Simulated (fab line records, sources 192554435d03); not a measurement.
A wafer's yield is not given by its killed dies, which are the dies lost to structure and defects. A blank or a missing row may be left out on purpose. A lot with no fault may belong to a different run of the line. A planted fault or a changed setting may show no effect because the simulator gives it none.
The tool behind it: which one? ; flow n5Finfet ; 29 wafers from 10 lots sampled at 5 of the route's 1938 steps

## WHAT EACH GAUGE READ, for each wafer
N5_BEOL_M4_RC_MEAS_101.
lot;measured;on;DIBL_N (mV/V);DIBL_P (mV/V);EOT_N;EOT_P;IGATE_N (nA/um);IGATE_P (nA/um);IOFF_N (nA/um);IOFF_N_85C (nA/um);IOFF_N_LIN (nA/um);IOFF_P (nA/um);IOFF_P_85C (nA/um);IOFF_P_LIN (nA/um);ION_N (uA/um);ION_P (uA/um);SS_N (mV/dec);SS_P (mV/dec);VT_N (mV);VT_P (mV);VT_P_LVT (mV)
L397;day 7 15:28;prober-01;35.4 35.3 34.9;36.0 36.6 36.1;10.53 10.56 10.59;10.62 10.50 10.61;0.0098 0.0127 0.0105;0.0029 0.0038 0.0031;0.14 0.15 0.15;2.8 3.0 2.9;0.068 0.074 0.071;0.19 0.20 0.19;3.3 3.4 3.4;0.090 0.094 0.093;666 684 678;457 469 466;71.4 71.6 71.6;73.2 73.9 73.7;253 249 253;-255 -252 -252;-97.3 -97.6 -97.4
L399;day 8 07:23;prober-01;37.0 35.9 36.4;37.9 36.4 36.4;10.51 10.39 10.44;10.63 10.61 10.38;0.0113 0.0127 0.0141;0.0035 0.0039 0.0043;0.16 0.14 0.14;3.0 2.8 2.8;0.071 0.066 0.066;0.23 0.22 0.21;3.8 3.7 3.6;0.103 0.102 0.100;674 669 675;464 461 471;71.5 71.1 71.3;73.7 73.5 73.1;249 251 251;-251 -250 -250;-98.4 -98.8 -98.1
L401;day 8 14:43;prober-01;47.3 38.2;48.4 38.6;15.14 10.56;14.87 10.44;0.0001 0.0129;0.0000 0.0038;0.40 0.19;6.6 3.6;0.191 0.086;0.56 0.26;8.2 4.3;0.269 0.119;617 682;427 470;74.0 71.9;75.5 74.6;238 245;-237 -246;-86.1 -96.4
L405;day 9 15:35;prober-02;48.3 35.1 43.1;51.0 34.8 46.0;15.16 10.35 14.92;15.15 10.34 14.83;0.0001 0.0124 0.0001;0.0000 0.0037 0.0000;0.48 0.14 0.30;7.6 2.7 5.2;0.210 0.063 0.151;0.60 0.18 0.41;8.8 3.2 6.4;0.273 0.090 0.211;605 658 602;424 445 421;74.2 71.9 72.5;76.1 72.8 74.7;240 254 244;-236 -251 -243;-87.6 -102.4 -91.8
L409;day 10 15:11;prober-02;37.2 37.7 35.5;37.8 39.0 36.4;10.50 10.61 10.56;10.40 10.59 10.44;0.0124 0.0108 0.0119;0.0037 0.0032 0.0036;0.19 0.19 0.16;3.7 3.8 3.2;0.088 0.089 0.076;0.25 0.27 0.23;4.2 4.5 3.9;0.117 0.123 0.109;685 675 683;472 466 475;72.0 72.6 71.1;72.9 73.8 73.1;246 246 249;-244 -247 -248;-95.3 -94.6 -96.4
L416;day 12 03:55;prober-01;37.3 36.3 37.3;36.6 35.8 36.4;10.47 10.55 10.59;10.41 10.49 10.52;0.0123 0.0126 0.0123;0.0037 0.0038 0.0037;0.16 0.15 0.17;3.0 2.9 3.2;0.071 0.069 0.077;0.23 0.22 0.23;4.1 3.9 4.0;0.112 0.109 0.111;678 662 667;472 460 464;71.4 71.4 71.9;72.5 73.4 73.5;254 253 249;-245 -248 -247;-96.5 -98.3 -97.1
L417;day 13 00:05;prober-02;33.4 35.3 34.3;33.1 34.8 33.9;10.51 10.60 10.65;10.32 10.53 10.53;0.0143 0.0119 0.0119;0.0041 0.0034 0.0034;0.13 0.16 0.14;2.7 3.2 2.9;0.066 0.073 0.070;0.17 0.19 0.18;3.0 3.4 3.2;0.083 0.093 0.088;682 677 672;465 462 459;71.4 71.3 71.9;72.7 73.6 73.2;251 247 250;-254 -251 -252;-102.0 -99.0 -101.2
L418;day 13 03:38;prober-02;40.0 38.2 37.6;40.9 38.7 37.9;10.48 10.61 10.53;10.28 10.47 10.46;0.0153 0.0130 0.0134;0.0045 0.0038 0.0039;0.28 0.23 0.21;4.9 4.2 3.9;0.118 0.100 0.091;0.27 0.24 0.22;4.6 4.0 3.7;0.118 0.105 0.099;717 695 687;475 461 459;72.9 73.1 71.7;74.6 74.5 73.4;241 242 245;-250 -249 -251;-95.5 -96.4 -97.0
L419;day 13 10:11;prober-02;36.2 37.3 37.5;35.1 36.3 37.0;10.58 10.49 10.45;10.67 10.66 10.60;0.0094 0.0095 0.0105;0.0028 0.0028 0.0031;0.14 0.16 0.16;2.7 3.1 3.1;0.064 0.076 0.074;0.17 0.18 0.20;3.0 3.3 3.6;0.082 0.088 0.094;662 677 673;447 458 458;71.2 72.1 71.5;73.8 73.9 74.2;253 249 247;-251 -254 -253;-100.4 -99.0 -98.5
L420;day 13 10:06;prober-01;33.2 36.3 36.8;33.6 37.7 38.6;10.56 10.64 10.69;10.41 10.54 10.48;0.0115 0.0113 0.0115;0.0033 0.0033 0.0033;0.12 0.18 0.19;2.5 3.4 3.6;0.060 0.081 0.084;0.16 0.21 0.22;2.8 3.6 3.8;0.079 0.099 0.101;669 678 677;452 461 458;71.2 71.9 72.1;72.4 74.4 74.3;252 248 246;-256 -250 -253;-101.1 -97.8 -97.0

## TOOL THAT RAN EACH LOT (tool first, then ch and the chambers of the sampled wafers, then the start)
lot;N5_DUMMY_REMOVAL_PRECLEAN_08;N5_BEOL_M4_SPUTTER_86;N5_BEOL_M4_ANNEAL_89;N5_BEOL_M4_SPUTTER_94
L397;remotePlasma-02 ch 0, day 3 20:42;pvdSputter-01, day 7 13:07;pvdSputter-01, day 7 13:25;pvdSputter-01, day 7 13:59
L399;remotePlasma-01 ch 0, day 4 09:25;pvdSputter-01, day 8 05:11;pvdSputter-01, day 8 05:29;pvdSputter-01, day 8 06:04
L401;remotePlasma-02 ch 0, day 4 21:10;pvdSputter-02, day 8 12:31;pvdSputter-02, day 8 12:49;pvdSputter-02, day 8 13:23
L405;remotePlasma-02 ch 1, day 5 23:32;pvdSputter-03, day 9 13:22;pvdSputter-03, day 9 13:40;pvdSputter-03, day 9 14:15
L409;remotePlasma-01 ch 0, day 6 23:40;pvdSputter-02, day 10 12:47;pvdSputter-02, day 10 13:05;pvdSputter-02, day 10 13:40
L416;remotePlasma-01 ch 0, day 8 16:56;pvdSputter-02, day 12 01:14;pvdSputter-02, day 12 01:32;pvdSputter-02, day 12 02:07
L417;remotePlasma-01 ch 0, day 9 00:40;pvdSputter-03, day 12 21:44;pvdSputter-03, day 12 22:02;pvdSputter-03, day 12 22:37
L418;remotePlasma-01 ch 1, day 9 04:26;pvdSputter-01, day 13 01:25;pvdSputter-01, day 13 01:43;pvdSputter-01, day 13 02:18
L419;remotePlasma-01 ch 1, day 9 11:40;pvdSputter-01, day 13 05:25;pvdSputter-01, day 13 05:43;pvdSputter-01, day 13 06:17
L420;remotePlasma-02 ch 0, day 9 18:02;pvdSputter-01, day 13 07:17;pvdSputter-01, day 13 07:35;pvdSputter-01, day 13 08:10
- N5_DUMMY_REMOVAL_PRECLEAN_08: cleans in NF3:NH3, afs cycles 2, time 20 s, sublimation time 60 s.
- N5_BEOL_M4_SPUTTER_86: material Cu, target thk 4.5 nm, time 8.29 s.
- N5_BEOL_M4_ANNEAL_89: time 240 s.
- N5_BEOL_M4_SPUTTER_94: material Cu, target thk 4.5 nm, time 8.29 s.

## AS READ BY THE TOOLS THEMSELVES (means over the sampled wafers that have a number; for cases with no such wafer, the mark the record gives instead)
N5_DUMMY_REMOVAL_PRECLEAN_08.
lot;tool;tempC (C)
L397;remotePlasma-02;29.97
L399;remotePlasma-01;30.01
L401;remotePlasma-02;30.16
L405;remotePlasma-02;29.99
L409;remotePlasma-01;30.15
L416;remotePlasma-01;30.17
L417;remotePlasma-01;30.08
L418;remotePlasma-01;29.87
L419;remotePlasma-01;30.05
L420;remotePlasma-02;29.97

N5_BEOL_M4_SPUTTER_86.
lot;tool;throttleValvePct (%)
L397;pvdSputter-01;31.0
L399;pvdSputter-01;30.9
L401;pvdSputter-02;30.5
L405;pvdSputter-03;30.9
L409;pvdSputter-02;30.1
L416;pvdSputter-02;30.7
L417;pvdSputter-03;30.3
L418;pvdSputter-01;31.2
L419;pvdSputter-01;31.2
L420;pvdSputter-01;30.8

N5_BEOL_M4_ANNEAL_89.
lot;tool;heaterPowerW (W)
L397;pvdSputter-01;936
L399;pvdSputter-01;782
L401;pvdSputter-02;827
L405;pvdSputter-03;840
L409;pvdSputter-02;956
L416;pvdSputter-02;967
L417;pvdSputter-03;818
L418;pvdSputter-01;913
L419;pvdSputter-01;861
L420;pvdSputter-01;856

N5_BEOL_M4_SPUTTER_94.
lot;tool;throttleValvePct (%)
L397;pvdSputter-01;31.1
L399;pvdSputter-01;30.8
L401;pvdSputter-02;30.3
L405;pvdSputter-03;30.7
L409;pvdSputter-02;30.3
L416;pvdSputter-02;30.6
L417;pvdSputter-03;30.2
L418;pvdSputter-01;31.2
L419;pvdSputter-01;31.1
L420;pvdSputter-01;30.7

## THE ANSWER, worked out from the rows above alone
Rule: the usual values come from the lots themselves. The widest of any qualifying gaps counts: lots, ordered by their means at a reading, are off when they make up no more than a third of the lots, leave a main group of 4 or more, and stand apart from it by 3 or more times the standard deviation of that group's means. A main group whose means are all the same, to the digits that the tables above print for the reading, isn't used. A lot without any number at a reading at which 4 lots or more have one is off too. Where the step has rows for the other lots, those lots are counted as sound. First the gauges in route order, then the tools' own readings, where a lot's mean is used as printed above. At the first step where some lot is off, the reading lying furthest off is the one used; lots without a number count as furthest.
Off: L401, L405, at N5_BEOL_M4_RC_MEAS_101 (EOT_N). For the main group the mean is 10.55 and the standard deviation 0.051.
A tool fits if, at a process step before that reading, it ran every lot that is off, and no sound lot after the first of them. The gauges at N5_BEOL_M4_RC_MEAS_101 are tried like those tools. Of those tried, none fits.

## WHAT WAS PUT IN BY THE SIMULATOR
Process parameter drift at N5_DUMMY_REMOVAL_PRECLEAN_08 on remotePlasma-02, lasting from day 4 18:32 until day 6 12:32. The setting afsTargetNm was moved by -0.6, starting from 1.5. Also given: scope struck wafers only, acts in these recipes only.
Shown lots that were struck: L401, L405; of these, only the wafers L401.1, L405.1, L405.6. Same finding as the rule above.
